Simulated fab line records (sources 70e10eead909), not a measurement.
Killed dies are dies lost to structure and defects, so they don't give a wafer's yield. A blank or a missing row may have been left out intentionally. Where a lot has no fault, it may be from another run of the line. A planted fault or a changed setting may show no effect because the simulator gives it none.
Chamber matching -- flow nand_harc -- 4 sister chambers for NHARC_P_STI_ETCH_15 on rie_si-06
The step etches the open film in HBr/Cl2, target depth 300 nm, time 100.1 s. 8 wafers are shown with their chamber, then 11 later ones without.

WAFERS PAIRED WITH THEIR CHAMBERS
wafer,chamber,drypump_motor_current_A (A),oes_product_au (a.u.)
L083.2,2,6.1,0.994
L083.3,3,5.7,0.983
L084.3,3,5.7,1.000
L084.6,1,5.0,0.995
L085.2,2,6.1,0.982
L085.3,0,5.2,1.007
L085.5,0,5.2,1.006
L086.4,1,4.9,0.976

WAFERS WITHOUT THEIR CHAMBER
wafer,drypump_motor_current_A (A),oes_product_au (a.u.)
L086.5,6.1,0.986
L086.6,4.9,0.988
L087.3,4.9,0.974
L087.4,5.2,1.015
L087.6,5.7,0.986
L093.1,5.0,0.984
L093.5,5.7,0.985
L093.6,5.2,1.017
L097.1,5.2,1.014
L097.3,5.7,0.995
L097.5,5.2,1.001

EACH ONE'S CHAMBER
wafer,from the rows above,in truth
L086.5,2,2
L086.6,1,1
L087.3,1,1
L087.4,0,0
L087.6,3,3
L093.1,1,1
L093.5,3,3
L093.6,0,0
L097.1,0,0
L097.3,3,3
L097.5,0,0
Placed correctly: 11 of 11. Not placeable from these rows: 0. 0 placed wrongly.
How it was worked out, from the rows above alone: a wafer's distance from a chamber is the root of the sum, over the readings, of the square of ((its reading less the chamber's mean) divided by the reading's scatter). The wafer belongs to the nearest chamber; if the next one is less than 2 further off, it can't be placed. For every chamber, the mean is computed from those of its wafers that are shown. The scatter: the root of (the sum of the squares of (reading less its chamber's mean) over the shown wafers, divided by (wafers less chambers)).
